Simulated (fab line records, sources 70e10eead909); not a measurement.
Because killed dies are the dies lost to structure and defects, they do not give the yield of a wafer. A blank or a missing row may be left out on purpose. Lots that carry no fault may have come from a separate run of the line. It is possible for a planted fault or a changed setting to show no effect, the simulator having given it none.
Which tool was responsible? || flow nandHarc || 15 lots, 45 wafers sampled, at 4 steps of a route of 1302

## WHAT THE GAUGES SHOWED, per wafer
NHARC_A_BONDPAD_THK_MEAS_20: measures by xrf.
{"lot": "L206", "measured": "day 23 08:24", "on": "filmMetro-01", "thkNm (nm)": "168.3 170.9 169.7"}
{"lot": "L207", "measured": "day 23 18:26", "on": "filmMetro-01", "thkNm (nm)": "171.0 172.7 172.6"}
{"lot": "L209", "measured": "day 24 01:26", "on": "filmMetro-02", "thkNm (nm)": "168.7 168.5 166.5"}
{"lot": "L208", "measured": "day 24 10:33", "on": "filmMetro-01", "thkNm (nm)": "170.3 169.5 169.0"}
{"lot": "L215", "measured": "day 26 21:16", "on": "filmMetro-01", "thkNm (nm)": "399.9 398.6 397.7"}
{"lot": "L214", "measured": "day 27 00:39", "on": "filmMetro-02", "thkNm (nm)": "398.7 401.1 403.1"}
{"lot": "L217", "measured": "day 27 02:50", "on": "filmMetro-02", "thkNm (nm)": "404.7 397.9 404.4"}
{"lot": "L219", "measured": "day 29 12:51", "on": "filmMetro-01", "thkNm (nm)": "171.1 172.2 169.9"}
{"lot": "L222", "measured": "day 29 14:43", "on": "filmMetro-02", "thkNm (nm)": "172.1 168.6 169.9"}
{"lot": "L223", "measured": "day 30 10:52", "on": "filmMetro-01", "thkNm (nm)": "169.2 171.2 171.3"}
{"lot": "L225", "measured": "day 31 00:46", "on": "filmMetro-02", "thkNm (nm)": "168.8 168.2 170.8"}
{"lot": "L226", "measured": "day 31 16:01", "on": "filmMetro-02", "thkNm (nm)": "170.5 172.3 172.0"}
{"lot": "L227", "measured": "day 31 17:44", "on": "filmMetro-01", "thkNm (nm)": "168.3 167.9 171.9"}
{"lot": "L228", "measured": "day 32 13:20", "on": "filmMetro-02", "thkNm (nm)": "169.6 168.3 170.6"}
{"lot": "L229", "measured": "day 33 08:41", "on": "filmMetro-01", "thkNm (nm)": "169.1 168.2 171.2"}

NHARC_A_BONDPAD_INSPECT_23.
{"lot": "L206", "measured": "day 23 08:38", "on": "defectInspect-01", "rawDefectCount": "472 530 547"}
{"lot": "L207", "measured": "day 23 18:38", "on": "defectInspect-02", "rawDefectCount": "450 395 460"}
{"lot": "L209", "measured": "day 24 01:38", "on": "defectInspect-02", "rawDefectCount": "515 439 546"}
{"lot": "L208", "measured": "day 24 10:46", "on": "defectInspect-02", "rawDefectCount": "471 643 605"}
{"lot": "L215", "measured": "day 26 21:28", "on": "defectInspect-02", "rawDefectCount": "3187 3265 3306"}
{"lot": "L214", "measured": "day 27 00:53", "on": "defectInspect-01", "rawDefectCount": "3192 3088 3233"}
{"lot": "L217", "measured": "day 27 03:04", "on": "defectInspect-01", "rawDefectCount": "3260 3148 3266"}
{"lot": "L219", "measured": "day 29 13:04", "on": "defectInspect-01", "rawDefectCount": "523 529 576"}
{"lot": "L222", "measured": "day 29 14:56", "on": "defectInspect-02", "rawDefectCount": "615 524 563"}
{"lot": "L223", "measured": "day 30 11:06", "on": "defectInspect-01", "rawDefectCount": "456 518 459"}
{"lot": "L225", "measured": "day 31 00:58", "on": "defectInspect-01", "rawDefectCount": "586 489 700"}
{"lot": "L226", "measured": "day 31 16:13", "on": "defectInspect-01", "rawDefectCount": "499 552 598"}
{"lot": "L227", "measured": "day 31 17:56", "on": "defectInspect-02", "rawDefectCount": "464 654 603"}
{"lot": "L228", "measured": "day 32 13:32", "on": "defectInspect-01", "rawDefectCount": "437 562 450"}
{"lot": "L229", "measured": "day 33 08:55", "on": "defectInspect-01", "rawDefectCount": "598 574 554"}

## TOOL THAT RAN EACH LOT (tool first, then ch and the chambers of the sampled wafers, then the start)
{"lot": "L206", "NHARC_A_BONDPAD_PVD_17": "pvdSputter-01, day 23 08:08 or earlier", "NHARC_A_BONDPAD_CMP_19": "cmp-03 ch 0,1,2, day 23 08:08"}
{"lot": "L207", "NHARC_A_BONDPAD_PVD_17": "pvdSputter-02, day 23 18:07 or earlier", "NHARC_A_BONDPAD_CMP_19": "cmp-03 ch 1,2,3, day 23 18:07"}
{"lot": "L209", "NHARC_A_BONDPAD_PVD_17": "pvdSputter-03, day 24 01:10 or earlier", "NHARC_A_BONDPAD_CMP_19": "cmp-04 ch 0,1,3, day 24 01:10"}
{"lot": "L208", "NHARC_A_BONDPAD_PVD_17": "pvdSputter-01, day 24 10:16 or earlier", "NHARC_A_BONDPAD_CMP_19": "cmp-02 ch 0,2,3, day 24 10:16"}
{"lot": "L215", "NHARC_A_BONDPAD_PVD_17": "pvdSputter-03, day 26 20:57 or earlier", "NHARC_A_BONDPAD_CMP_19": "cmp-02 ch 0,1, day 26 20:57"}
{"lot": "L214", "NHARC_A_BONDPAD_PVD_17": "pvdSputter-02, day 27 00:22 or earlier", "NHARC_A_BONDPAD_CMP_19": "cmp-02 ch 1,2,3, day 27 00:22"}
{"lot": "L217", "NHARC_A_BONDPAD_PVD_17": "pvdSputter-02, day 27 02:31 or earlier", "NHARC_A_BONDPAD_CMP_19": "cmp-04 ch 0,1, day 27 02:31"}
{"lot": "L219", "NHARC_A_BONDPAD_PVD_17": "pvdSputter-02, day 29 12:35 or earlier", "NHARC_A_BONDPAD_CMP_19": "cmp-04 ch 0,2,3, day 29 12:35"}
{"lot": "L222", "NHARC_A_BONDPAD_PVD_17": "pvdSputter-01, day 29 14:23 or earlier", "NHARC_A_BONDPAD_CMP_19": "cmp-03 ch 1,2, day 29 14:23"}
{"lot": "L223", "NHARC_A_BONDPAD_PVD_17": "pvdSputter-01, day 30 10:33 or earlier", "NHARC_A_BONDPAD_CMP_19": "cmp-03 ch 0,2,3, day 30 10:33"}
{"lot": "L225", "NHARC_A_BONDPAD_PVD_17": "pvdSputter-03, day 31 00:27 or earlier", "NHARC_A_BONDPAD_CMP_19": "cmp-04 ch 1,2,3, day 31 00:27"}
{"lot": "L226", "NHARC_A_BONDPAD_PVD_17": "pvdSputter-02, day 31 15:41 or earlier", "NHARC_A_BONDPAD_CMP_19": "cmp-03 ch 1,2,3, day 31 15:41"}
{"lot": "L227", "NHARC_A_BONDPAD_PVD_17": "pvdSputter-03, day 31 17:24 or earlier", "NHARC_A_BONDPAD_CMP_19": "cmp-02 ch 0,2,3, day 31 17:24"}
{"lot": "L228", "NHARC_A_BONDPAD_PVD_17": "pvdSputter-01, day 32 13:04 or earlier", "NHARC_A_BONDPAD_CMP_19": "cmp-02 ch 0,1,3, day 32 13:04"}
{"lot": "L229", "NHARC_A_BONDPAD_PVD_17": "pvdSputter-03, day 33 08:26 or earlier", "NHARC_A_BONDPAD_CMP_19": "cmp-04 ch 0,1,2, day 33 08:26"}
- NHARC_A_BONDPAD_PVD_17: deposits TaN, target thk 5 nm, time 8.06 s.
- NHARC_A_BONDPAD_CMP_19: polishes, t overpolish 30 s, cu recess touch 16 s, target thk 169.82 nm.

## WHAT THE TOOLS THEMSELVES READ (means of the sampled wafers that have a number; where no wafer has one, the mark that the record gives instead)
NHARC_A_BONDPAD_PVD_17.
{"lot": "L206", "tool": "pvdSputter-01", "biasV (V)": 168.3, "throttleValvePct (%)": 29.8}
{"lot": "L207", "tool": "pvdSputter-02", "biasV (V)": 169.2, "throttleValvePct (%)": 30.8}
{"lot": "L209", "tool": "pvdSputter-03", "biasV (V)": 168.8, "throttleValvePct (%)": 29.3}
{"lot": "L208", "tool": "pvdSputter-01", "biasV (V)": 167.9, "throttleValvePct (%)": 30.2}
{"lot": "L215", "tool": "pvdSputter-03", "biasV (V)": 168.4, "throttleValvePct (%)": 29.4}
{"lot": "L214", "tool": "pvdSputter-02", "biasV (V)": 168.9, "throttleValvePct (%)": 30.8}
{"lot": "L217", "tool": "pvdSputter-02", "biasV (V)": 167.9, "throttleValvePct (%)": 31.1}
{"lot": "L219", "tool": "pvdSputter-02", "biasV (V)": 167.9, "throttleValvePct (%)": 31.3}
{"lot": "L222", "tool": "pvdSputter-01", "biasV (V)": 169.7, "throttleValvePct (%)": 30.0}
{"lot": "L223", "tool": "pvdSputter-01", "biasV (V)": 169.1, "throttleValvePct (%)": 30.5}
{"lot": "L225", "tool": "pvdSputter-03", "biasV (V)": 169.0, "throttleValvePct (%)": 29.4}
{"lot": "L226", "tool": "pvdSputter-02", "biasV (V)": 169.1, "throttleValvePct (%)": 30.3}
{"lot": "L227", "tool": "pvdSputter-03", "biasV (V)": 169.2, "throttleValvePct (%)": 29.5}
{"lot": "L228", "tool": "pvdSputter-01", "biasV (V)": 168.2, "throttleValvePct (%)": 30.0}
{"lot": "L229", "tool": "pvdSputter-03", "biasV (V)": 170.6, "throttleValvePct (%)": 29.3}

NHARC_A_BONDPAD_CMP_19.
{"lot": "L206", "tool": "cmp-03", "edgeZonePressureFrac": 1.003, "motorCurrentA (A)": 11.7, "overpolishRunS (s)": 30.004}
{"lot": "L207", "tool": "cmp-03", "edgeZonePressureFrac": 1.007, "motorCurrentA (A)": 11.0, "overpolishRunS (s)": 29.996}
{"lot": "L209", "tool": "cmp-04", "edgeZonePressureFrac": 1.000, "motorCurrentA (A)": 11.7, "overpolishRunS (s)": 29.995}
{"lot": "L208", "tool": "cmp-02", "edgeZonePressureFrac": 1.001, "motorCurrentA (A)": 11.4, "overpolishRunS (s)": 29.996}
{"lot": "L215", "tool": "cmp-02", "edgeZonePressureFrac": "-", "motorCurrentA (A)": "-", "overpolishRunS (s)": "-"}
{"lot": "L214", "tool": "cmp-02", "edgeZonePressureFrac": "-", "motorCurrentA (A)": "-", "overpolishRunS (s)": "-"}
{"lot": "L217", "tool": "cmp-04", "edgeZonePressureFrac": "-", "motorCurrentA (A)": "-", "overpolishRunS (s)": "-"}
{"lot": "L219", "tool": "cmp-04", "edgeZonePressureFrac": 0.997, "motorCurrentA (A)": 11.6, "overpolishRunS (s)": 29.994}
{"lot": "L222", "tool": "cmp-03", "edgeZonePressureFrac": 0.998, "motorCurrentA (A)": 11.1, "overpolishRunS (s)": 29.990}
{"lot": "L223", "tool": "cmp-03", "edgeZonePressureFrac": 0.996, "motorCurrentA (A)": 11.6, "overpolishRunS (s)": 29.997}
{"lot": "L225", "tool": "cmp-04", "edgeZonePressureFrac": 1.003, "motorCurrentA (A)": 11.6, "overpolishRunS (s)": 29.994}
{"lot": "L226", "tool": "cmp-03", "edgeZonePressureFrac": 1.002, "motorCurrentA (A)": 10.9, "overpolishRunS (s)": 29.998}
{"lot": "L227", "tool": "cmp-02", "edgeZonePressureFrac": 0.997, "motorCurrentA (A)": 11.8, "overpolishRunS (s)": 29.997}
{"lot": "L228", "tool": "cmp-02", "edgeZonePressureFrac": 0.996, "motorCurrentA (A)": 11.9, "overpolishRunS (s)": 30.005}
{"lot": "L229", "tool": "cmp-04", "edgeZonePressureFrac": 1.005, "motorCurrentA (A)": 12.2, "overpolishRunS (s)": 30.002}

## THE ANSWER, worked out from the rows above alone
Rule: the usual values come from the lots themselves. Put in order of their means at a reading, lots are off if they are a third of the lots or fewer, leave a main group of 4 or more, and stand apart from it by a gap of 3 or more times the standard deviation of the main group's means; of several such gaps the widest counts. If all means in a main group match to the digits the tables above print for the reading, that group is not used. A lot without any number at a reading at which 4 lots or more have one is off too. Where the step has rows for the other lots, those lots are counted as sound. Order of review: gauges by route order, followed by the tools' own readings, for which a lot's mean as printed above is used. At the first step where some lot is off, the reading lying furthest off is the one used; lots without a number count as furthest.
Off: L215, L214, L217 (NHARC_A_BONDPAD_THK_MEAS_20, thkNm). Mean 170.0 nm and standard deviation 1.1 in the main group.
If a tool, at a process step before that reading, ran all the lots that are off and no sound lot after the first of them, it fits. The gauges at NHARC_A_BONDPAD_THK_MEAS_20 aren't tried: what is off there is off at NHARC_A_BONDPAD_INSPECT_23 too, on other tools, and a gauge's error can't cause that. Because NHARC_A_BONDPAD_PVD_17 lacks a start for some lots, the hours and order of its lots are taken from NHARC_A_BONDPAD_CMP_19. No candidate that was tried fits.

## WHAT THE SIMULATOR HAD INSERTED
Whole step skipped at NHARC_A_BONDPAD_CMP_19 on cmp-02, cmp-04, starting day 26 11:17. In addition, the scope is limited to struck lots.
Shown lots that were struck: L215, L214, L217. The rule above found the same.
